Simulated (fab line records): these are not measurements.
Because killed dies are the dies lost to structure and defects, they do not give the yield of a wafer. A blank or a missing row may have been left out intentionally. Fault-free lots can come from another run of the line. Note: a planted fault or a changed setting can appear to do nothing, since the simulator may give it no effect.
Problem report, 8D (eight disciplines) form, completed by code :: flow n5_finfet :: the parts of the form that need people (team, actions taken, sign-off) are left out

== 1. THE ISSUE ==
M4_ILD_THK at N5_BEOL_M4_THK_MEAS_01 reads a mean of 73.4 nm on 2 wafers of 1 lot; wafers without a fault read 79.3 nm with a standard deviation of 0.9. Relative to the usual mean, that is a shift of -6.6 standard deviations.
First observed at day 9 13:32: wafer L565.2, on film_metro-01. At this step, 27 wafers from 9 lots have a number in the record. The rule behind "out" and "out of limits": a value lying over 4 standard deviations away from the usual mean. The other wafers with a number count as sound.

== 2. WHAT IT IS AND WHAT IT IS NOT ==
question: which readings at this step
is: M4_ILD_THK
is not: -

question: which lots
is: L565
is not: L557, L558, L559, L569, L576, L577, L578, L579

question: which wafers of those lots
is: L565.2, L565.6
is not: L565.1

question: read on which gauges
is: film_metro-01
is not: film_metro-02

question: when
is: from day 9 13:32
is not: up to then (10 sound wafers); but 15 sound wafers of L569, L576, L577, L578, L579 came after

== 3. SUSPECTS, AND WHAT RULES EACH OUT ==
Counting: a tool at a process step up to the reading stays a suspect if it ran every lot that is out. Sound lots after the first of them don't rule it out here, since some wafers of a struck lot are sound.
- the gauge at N5_BEOL_M4_THK_MEAS_01: kept. All the wafers that are out were read on film_metro-01, and no step on other tools shows them out.
- pvd_sputter-02 at N5_BEOL_M3_ANNEAL_95 (time 240 s): kept. The lot that is out, L565, ran on it at day 9 12:11; the last sound lot it ran before that was L559, at day 8 00:47.
- pecvd-01 at N5_BEOL_M3_DEP_57 (deposits SiCN from 3MS/NH3, target thk 8 nm, time 14 s): kept. The lot that is out, L565, ran on it at day 9 13:19; the last sound lot it ran before that was L559, at day 8 01:58.
- pecvd-04 at N5_BEOL_M4_ILD_DEP_00 (deposits SiOC from DEMS/O2, target thk 79 nm, time 15.3 s): kept. The lot that is out, L565, ran on it at day 9 13:28; the last sound lot it ran before that was L559, at day 8 02:06.
- Within pecvd-01 at N5_BEOL_M3_DEP_57: the wafers that are out ran in chamber 1; their sound lot-mates ran in chamber 0.
- Within pecvd-04 at N5_BEOL_M4_ILD_DEP_00: the wafers that are out ran in chamber 0; their sound lot-mates ran in chamber 1.
Left after counting: pvd_sputter-02 at N5_BEOL_M3_ANNEAL_95, pecvd-01 at N5_BEOL_M3_DEP_57, pecvd-04 at N5_BEOL_M4_ILD_DEP_00, film_metro-01 at N5_BEOL_M4_THK_MEAS_01.

== 4. THE CAUSE (what the simulator had put in) ==
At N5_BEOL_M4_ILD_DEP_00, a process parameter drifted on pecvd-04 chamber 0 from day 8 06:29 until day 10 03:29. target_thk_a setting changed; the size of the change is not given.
Counting leaves 4 suspects; this tool is one of them.

== 5. SEQUENCE OF EFFECTS, ordered by route ==
One row per reading whose mean, taken over the struck wafers that have a number, lies over 3 standard deviations from the usual. Readings are gone through only where the record gives a usual standard deviation; hours: the median, over the lots, of the time from a lot's start at the first step in this table giving one to that lot's start at this step; sigmas: the change measured in usual standard deviations.
hours: 0
step: N5_BEOL_M4_THK_MEAS_01
reading: M4_ILD_THK
usual: 79.3 nm
on struck wafers: 73.4
change: -5.9
sigmas: -6.6
Later steps that measure or inspect, where all struck wafers having a row at the step show a number for every such reading and not one has moved that far: N5_BEOL_M4_RC_MEAS_101.

== 6. HOW IT WOULD HAVE BEEN CAUGHT EARLIER ==
Counted from the fault's start at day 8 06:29, it took 31 hours until the first out-of-limits reading at a measuring or inspecting step in this record, taken at day 9 13:32.
An alarm limit of 4 standard deviations would not have fired on the tool readings at N5_BEOL_M4_ILD_DEP_00 for which the record gives a usual standard deviation, since none of them was out on any struck wafer.
The start of N5_BEOL_M4_ILD_DEP_00 on pecvd-04 came by day 9 13:32 for every one of the lots that are out (1). A hold on the tool at that time would have spared none of them.
